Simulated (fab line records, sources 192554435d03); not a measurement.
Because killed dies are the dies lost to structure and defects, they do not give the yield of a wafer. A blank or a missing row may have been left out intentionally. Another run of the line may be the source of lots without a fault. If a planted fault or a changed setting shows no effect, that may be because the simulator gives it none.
Which tool is to blame? | flow n5_finfet | 7 lots with 21 wafers sampled at 8 steps, on a route of 1938 steps

## WHAT EACH GAUGE READ, for each wafer
N5_BEOL_M12_CD_MEAS_28 targets a cd of 160.2 nm. Usual: 160.3 nm for cd_nm, sd 1.4.
lot  | measured     | on        | cd_nm (nm)        | flag
L575 | day 10 22:45 | cd_sem-03 | 158.7 157.7 162.3 |
L580 | day 12 04:19 | cd_sem-01 | 157.4 161.2 160.0 |
L585 | day 13 09:09 | cd_sem-01 | 160.4 161.8 162.0 |
L586 | day 14 06:55 | cd_sem-03 | 158.2 160.1 157.9 |
L589 | day 14 08:44 | cd_sem-03 | 159.5 162.7 160.1 |
L592 | day 14 11:43 | cd_sem-01 | 162.7 161.2 161.0 |
L597 | day 16 13:43 | cd_sem-02 | 161.4 161.7 162.4 |

N5_BEOL_M12_INSPECT_30: inspects for defects (macro). Usual: 2.0 for raw_defect_count, sd 1.4.
lot  | measured     | on                | raw_defect_count | flag
L575 | day 10 22:48 | defect_inspect-02 | 5 1 3            |
L580 | day 12 04:22 | defect_inspect-01 | 2 2 3            |
L585 | day 13 09:12 | defect_inspect-01 | 0 2 3            |
L586 | day 14 06:58 | defect_inspect-02 | 6 2 0            |
L589 | day 14 08:47 | defect_inspect-01 | 2 0 1            |
L592 | day 14 11:46 | defect_inspect-01 | 3 3 4            |
L597 | day 16 13:46 | defect_inspect-02 | 2 3 2            |

N5_BEOL_M12_OCD_MEAS_35. Usual: 319 nm for trench_depth_nm, sd 4.9.
lot  | measured     | on     | trench_depth_nm (nm) | flag
L575 | day 10 23:21 | ocd-01 | 319 315 320          |
L580 | day 12 05:19 | ocd-01 | 324 325 321          |
L585 | day 13 09:46 | ocd-02 | 317 324 322          |
L586 | day 14 07:31 | ocd-01 | 317 326 319          |
L589 | day 14 09:20 | ocd-01 | 319 318 325          |
L592 | day 14 12:46 | ocd-02 | 320 316 323          |
L597 | day 16 14:19 | ocd-02 | 239 322 322          | OFF

N5_BEOL_M12_THK_MEAS_50: measures by xrf. Usual: M12_THK 318 nm, standard deviation 5.8.
lot  | measured     | on            | M12_THK (nm) | flag
L575 | day 11 07:22 | film_metro-01 | 318 316 321  |
L580 | day 12 11:12 | film_metro-01 | 315 316 313  |
L585 | day 13 11:57 | film_metro-02 | 319 328 324  |
L586 | day 14 10:58 | film_metro-02 | 320 324 321  |
L589 | day 14 11:50 | film_metro-02 | 321 320 328  |
L592 | day 14 14:20 | film_metro-01 | 311 309 315  |
L597 | day 16 16:30 | film_metro-01 | 234 314 316  | OFF

N5_BEOL_M12_RS_MEAS_54: measurement is done with a four-point probe. Usual: M12_RS 0.0599 ohm/sq, standard deviation 0.00097.
lot  | measured     | on            | M12_RS (ohm/sq)      | flag
L575 | day 11 07:29 | film_metro-02 | 0.0601 0.0609 0.0597 |
L580 | day 12 11:19 | film_metro-01 | 0.0593 0.0589 0.0596 |
L585 | day 13 12:05 | film_metro-01 | 0.0601 0.0587 0.0591 |
L586 | day 14 11:05 | film_metro-01 | 0.0603 0.0594 0.0601 |
L589 | day 14 11:59 | film_metro-01 | 0.0599 0.0601 0.0589 |
L592 | day 14 14:28 | film_metro-02 | 0.0604 0.0607 0.0593 |
L597 | day 16 16:38 | film_metro-01 | 0.0813 0.0596 0.0593 | OFF

N5_BEOL_M15_RC_MEAS_101. Usual: COMB_M10 1.45e-11 S/m, standard deviation 2.9e-12; COMB_M11 1.48e-11 S/m, standard deviation 3e-12; COMB_M13 4.9e-12 S/m, standard deviation 9.5e-13; COMB_M14 3.9e-12 S/m, standard deviation 8e-13; COMB_M15 2.8e-12 S/m, standard deviation 6.1e-13; COMB_M15_max_site 3.9e-12 S/m, standard deviation 9.7e-13; COMB_M5 3.7e-11 S/m, standard deviation 7.1e-12; COMB_M6 2.6e-11 S/m, standard deviation 5e-12; COMB_M7 2.7e-11 S/m, standard deviation 5.7e-12; COMB_M8 2.5e-11 S/m, standard deviation 5e-12; COMB_M8_max_site 3.7e-11 S/m, standard deviation 7.8e-12; COMB_M9 1.5e-11 S/m, standard deviation 3.1e-12; SERP_M10 3.10 ohm/um, standard deviation 0.077; SERP_M11 3.05 ohm/um, standard deviation 0.08; SERP_M12 0.636 ohm/um, standard deviation 0.017; SERP_M12_max_site 0.648 ohm/um, standard deviation 0.018; SERP_M13 0.307 ohm/um, standard deviation 0.0053; SERP_M14 0.160 ohm/um, standard deviation 0.0045; SERP_M5 38.6 ohm/um, standard deviation 1.9; SERP_M6 14.0 ohm/um, standard deviation 0.57; SERP_M7 13.6 ohm/um, standard deviation 0.63; SERP_M8 13.7 ohm/um, standard deviation 0.53; SERP_M9 3.05 ohm/um, standard deviation 0.1; SERP_M9_max_site 3.14 ohm/um, standard deviation 0.1.
lot  | measured     | on        | COMB_M10 (S/m)             | COMB_M11 (S/m)             | COMB_M13 (S/m)          | COMB_M14 (S/m)          | COMB_M15 (S/m)          | COMB_M15_max_site (S/m) | COMB_M5 (S/m)           | COMB_M6 (S/m)           | COMB_M7 (S/m)           | COMB_M8 (S/m)           | COMB_M8_max_site (S/m)  | COMB_M9 (S/m)           | SERP_M10 (ohm/um) | SERP_M11 (ohm/um) | SERP_M12 (ohm/um) | SERP_M12_max_site (ohm/um) | SERP_M13 (ohm/um) | SERP_M14 (ohm/um) | SERP_M5 (ohm/um) | SERP_M6 (ohm/um) | SERP_M7 (ohm/um) | SERP_M8 (ohm/um) | SERP_M9 (ohm/um) | SERP_M9_max_site (ohm/um) | flag
L575 | day 12 01:32 | prober-01 | 1.73e-11 1.32e-11 1.14e-11 | 1.82e-11 2.23e-11 1.52e-11 | 5.1e-12 3.9e-12 5.4e-12 | 4.3e-12 4.4e-12 4.3e-12 | 3.1e-12 2.1e-12 2.2e-12 | 3.9e-12 2.8e-12 2.7e-12 | 5e-11 3.8e-11 3.8e-11   | 3e-11 2.3e-11 2.6e-11   | 2.1e-11 2.5e-11 2.9e-11 | 2.2e-11 2e-11 2.4e-11   | 2.9e-11 2.8e-11 3.4e-11 | 1.9e-11 1.9e-11 1.8e-11 | 3.04 3.08 2.93    | 3.05 2.99 3.00    | 0.653 0.662 0.618 | 0.668 0.672 0.636          | 0.314 0.301 0.302 | 0.161 0.162 0.172 | 41.5 40.8 42.7   | 13.4 13.9 14.8   | 13.3 14.6 14.7   | 13.8 13.5 13.4   | 2.97 2.91 2.89   | 3.04 3.10 2.98            |
L580 | day 13 06:23 | prober-02 | 1.6e-11 1.24e-11 1.49e-11  | 1.12e-11 1.29e-11 1.21e-11 | 4.8e-12 4.8e-12 3.6e-12 | 5e-12 3.1e-12 4e-12     | 2.8e-12 2.5e-12 3.5e-12 | 3.6e-12 4e-12 5.2e-12   | 3.9e-11 3.6e-11 2.4e-11 | 2.4e-11 2.5e-11 2.5e-11 | 3.1e-11 2.2e-11 2.8e-11 | 2.6e-11 2.4e-11 3.4e-11 | 2.8e-11 3.1e-11 4.4e-11 | 1.8e-11 1.5e-11 1.4e-11 | 3.10 3.13 3.14    | 3.02 3.00 3.07    | 0.652 0.624 0.650 | 0.673 0.637 0.660          | 0.298 0.308 0.301 | 0.162 0.156 0.158 | 40.3 41.5 39.7   | 14.0 13.4 13.3   | 13.4 13.3 14.1   | 13.6 13.8 13.8   | 2.96 2.83 2.93   | 3.03 2.94 3.07            |
L585 | day 14 05:59 | prober-01 | 1.91e-11 1.7e-11 1.92e-11  | 1.41e-11 1.12e-11 1.2e-11  | 4.6e-12 3.9e-12 6.1e-12 | 4.9e-12 3.6e-12 3.3e-12 | 2.3e-12 3.3e-12 3.4e-12 | 3.7e-12 5.3e-12 5.6e-12 | 3.2e-11 3.5e-11 4.1e-11 | 2.7e-11 3.3e-11 3.4e-11 | 2.6e-11 2.5e-11 2.6e-11 | 2.2e-11 2.2e-11 3e-11   | 3e-11 2.8e-11 4.1e-11   | 2.2e-11 2.1e-11 2e-11   | 3.08 3.17 3.11    | 2.97 3.01 3.04    | 0.650 0.612 0.626 | 0.658 0.624 0.638          | 0.316 0.307 0.319 | 0.152 0.160 0.161 | 38.1 38.0 40.3   | 14.4 13.1 13.1   | 13.9 13.9 13.8   | 13.9 14.2 15.2   | 3.17 3.11 3.09   | 3.30 3.20 3.19            |
L586 | day 15 07:47 | prober-02 | 1.5e-11 1.47e-11 1.39e-11  | 1.21e-11 1.41e-11 1.57e-11 | 5.3e-12 3.9e-12 5.5e-12 | 4.7e-12 4.8e-12 3.2e-12 | 2.6e-12 1.4e-12 2.4e-12 | 4e-12 2.3e-12 2.7e-12   | 3.2e-11 3.1e-11 3.2e-11 | 3e-11 3.2e-11 2.9e-11   | 3.8e-11 4.3e-11 2.8e-11 | 2.3e-11 3.6e-11 2.3e-11 | 2.9e-11 4.5e-11 3.1e-11 | 1.3e-11 1.4e-11 1.5e-11 | 3.10 3.08 3.18    | 2.96 2.98 2.96    | 0.643 0.626 0.657 | 0.660 0.638 0.669          | 0.308 0.314 0.308 | 0.157 0.160 0.156 | 37.7 37.8 40.6   | 13.1 13.5 13.7   | 13.6 14.0 13.7   | 14.0 13.4 14.0   | 3.05 3.06 3.01   | 3.11 3.19 3.19            |
L589 | day 15 10:15 | prober-01 | 1.32e-11 1.41e-11 1.27e-11 | 1.54e-11 1.56e-11 1.77e-11 | 5.7e-12 6.6e-12 5.3e-12 | 3.5e-12 5.3e-12 3.6e-12 | 3.5e-12 3.6e-12 3.5e-12 | 4e-12 4.3e-12 4e-12     | 3.3e-11 2.4e-11 4.5e-11 | 2.7e-11 3.1e-11 2e-11   | 3.4e-11 2.1e-11 2.7e-11 | 2.7e-11 2.7e-11 2.9e-11 | 4e-11 3.5e-11 3.3e-11   | 1.4e-11 1.5e-11 1.3e-11 | 3.07 3.04 3.08    | 2.97 2.95 2.97    | 0.638 0.618 0.621 | 0.646 0.630 0.627          | 0.306 0.310 0.309 | 0.159 0.165 0.156 | 37.4 36.9 39.5   | 14.0 14.3 14.0   | 12.3 12.5 13.1   | 13.6 14.5 13.8   | 3.09 3.11 3.23   | 3.17 3.14 3.28            |
L592 | day 15 11:11 | prober-02 | 1.33e-11 1.45e-11 1.17e-11 | 1.37e-11 1.32e-11 1.41e-11 | 4.6e-12 4.1e-12 3.1e-12 | 3.5e-12 3.9e-12 4.9e-12 | 3.2e-12 1.8e-12 2.2e-12 | 4.7e-12 2.1e-12 2.6e-12 | 2.9e-11 4.2e-11 3.5e-11 | 1.7e-11 1.9e-11 2.2e-11 | 2.5e-11 2.2e-11 3e-11   | 2.6e-11 2.7e-11 2.8e-11 | 3.4e-11 3.7e-11 3.7e-11 | 9e-12 1.2e-11 1.2e-11   | 3.03 3.01 3.07    | 2.99 3.18 3.07    | 0.633 0.642 0.633 | 0.647 0.644 0.639          | 0.309 0.302 0.307 | 0.160 0.160 0.159 | 39.6 37.9 38.8   | 13.3 14.3 14.3   | 13.4 13.5 12.9   | 13.5 13.5 13.6   | 2.94 2.91 2.95   | 2.99 3.09 3.00            |
L597 | day 17 13:13 | prober-02 | 1.36e-11 1.3e-11 1.14e-11  | 1.25e-11 1.65e-11 1.59e-11 | 4.5e-12 5.3e-12 4.2e-12 | 2.7e-12 3.7e-12 3.6e-12 | 2.9e-12 2.3e-12 2.6e-12 | 4.7e-12 3.1e-12 3.3e-12 | 5.3e-11 4.4e-11 3.9e-11 | 3.1e-11 2.7e-11 3.1e-11 | 1.9e-11 2.5e-11 2.2e-11 | 2.3e-11 2.5e-11 2.9e-11 | 3.1e-11 3.3e-11 3.8e-11 | 1e-11 1.2e-11 2e-11     | 3.10 3.03 3.12    | 3.13 3.10 3.16    | 0.845 0.618 0.604 | 0.848 0.635 0.626          | 0.315 0.311 0.307 | 0.164 0.156 0.167 | 43.7 40.6 41.2   | 14.0 14.1 13.7   | 13.2 12.7 13.8   | 14.0 14.5 14.3   | 3.03 3.19 2.94   | 3.14 3.24 3.05            | OFF

## EACH LOT AND THE TOOL THAT RAN IT (in order: tool; ch and the chambers of the sampled wafers; start)
lot  | N5_BEOL_M12_TRENCH_ETCH_34         | N5_BEOL_M12_SPUTTER_45
L575 | rie_diel-02 ch 2,3, day 10 23:12   | pvd_sputter-01, day 11 06:31
L580 | rie_diel-06 ch 0,2,3, day 12 05:10 | pvd_sputter-01, day 12 10:20
L585 | rie_diel-02 ch 1,2,3, day 13 09:36 | pvd_sputter-02, day 13 11:03
L586 | rie_diel-02 ch 0,2,3, day 14 07:22 | pvd_sputter-03, day 14 10:02
L589 | rie_diel-02 ch 0,3, day 14 09:11   | pvd_sputter-01, day 14 10:05
L592 | rie_diel-03 ch 0,1, day 14 12:37   | pvd_sputter-02, day 14 13:29
L597 | rie_diel-02 ch 1,2,3, day 16 14:10 | pvd_sputter-01, day 16 15:10
- N5_BEOL_M12_TRENCH_ETCH_34: etches SiOC in C4F8/O2/Ar, target depth 318.95 nm, time 125.5 s.
- N5_BEOL_M12_SPUTTER_45: material Cu, target thk 80 nm, time 13.33 s.

## WHAT THE TOOLS THEMSELVES READ (means of the sampled wafers that have a number; where no wafer has one, the mark that the record gives instead)
N5_BEOL_M12_TRENCH_ETCH_34. Usual: C4F8_flow_sccm 15.00 sccm, standard deviation 0.041; drypump_motor_current_A 5.6 A, standard deviation 0.3; he_inner_torr 14.998 Torr, standard deviation 0.026; oes_product_au 0.82 a.u., standard deviation 0.11; rf_vpp_V 665 V, standard deviation 3.1; showerhead_plenum_p_Torr 3.40 Torr, standard deviation 0.11; throttle_valve_pct 24.12 %, standard deviation 0.28.
lot  | tool        | C4F8_flow_sccm (sccm) | drypump_motor_current_A (A) | he_inner_torr (Torr) | oes_product_au (a.u.) | rf_vpp_V (V) | showerhead_plenum_p_Torr (Torr) | throttle_valve_pct (%) | flag
L575 | rie_diel-02 | 15.02                 | 5.5                         | 14.986               | 0.70                  | 664          | 3.37                            | 24.50                  |
L580 | rie_diel-06 | 15.00                 | 5.8                         | 14.987               | 0.78                  | 667          | 3.47                            | 24.11                  |
L585 | rie_diel-02 | 15.00                 | 5.6                         | 15.008               | 0.79                  | 665          | 3.40                            | 24.29                  |
L586 | rie_diel-02 | 14.94                 | 5.5                         | 14.991               | 0.87                  | 664          | 3.35                            | 24.14                  |
L589 | rie_diel-02 | 14.99                 | 5.6                         | 14.997               | 0.78                  | 664          | 3.35                            | 24.43                  |
L592 | rie_diel-03 | 14.99                 | 5.5                         | 15.003               | 0.71                  | 663          | 3.33                            | 24.25                  |
L597 | rie_diel-02 | 14.99                 | 5.6                         | 14.995               | 0.92                  | 665          | 3.38                            | 24.13                  |

N5_BEOL_M12_SPUTTER_45. Usual: bias_v 60.0 V, standard deviation 0.62; cathode_dc_power_W 26000 W, standard deviation 4.9; throttle_valve_pct 30.1 %, standard deviation 0.62.
lot  | tool           | bias_v (V) | cathode_dc_power_W (W) | throttle_valve_pct (%) | flag
L575 | pvd_sputter-01 | 60.2       | 26000                  | 30.1                   |
L580 | pvd_sputter-01 | 59.9       | 25995                  | 30.0                   |
L585 | pvd_sputter-02 | 60.1       | 25998                  | 30.0                   |
L586 | pvd_sputter-03 | 60.4       | 25997                  | 30.0                   |
L589 | pvd_sputter-01 | 60.3       | 26004                  | 30.5                   |
L592 | pvd_sputter-02 | 60.4       | 25999                  | 29.4                   |
L597 | pvd_sputter-01 | 60.0       | 25998                  | 30.1                   |

## THE ANSWER, worked out from the rows above alone
Rule: lot off if the mean of its wafers having a number is beyond 3 standard deviations from the usual mean. Also off: a lot with no number at a reading for which 4 or more lots have one. All remaining lots with rows at the step are treated as sound. The gauges are gone through in route order, then the tools' own readings, and for those a lot's mean is taken as printed above. At the first step where some lot is off, the reading lying furthest off is the one used; lots without a number count as furthest.
Off: L597, at N5_BEOL_M12_OCD_MEAS_35 (trench_depth_nm).
If a tool, at a process step before that reading, ran all the lots that are off and no sound lot after the first of them, it fits. Not tried: the gauges at N5_BEOL_M12_OCD_MEAS_35; whatever is off there is also off at N5_BEOL_M12_THK_MEAS_50, on other tools, and gauge error can't account for it. One fits: N5_BEOL_M12_TRENCH_ETCH_34 on rie_diel-02. Its last sound lot is L589 (day 14 09:11), its first lot that is off L597 (day 16 14:10): a fault that began between those two fits.

## WHAT THE SIMULATOR HAD PUT IN
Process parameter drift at N5_BEOL_M12_TRENCH_ETCH_34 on rie_diel-02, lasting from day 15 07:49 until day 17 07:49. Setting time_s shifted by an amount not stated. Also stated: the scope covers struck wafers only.
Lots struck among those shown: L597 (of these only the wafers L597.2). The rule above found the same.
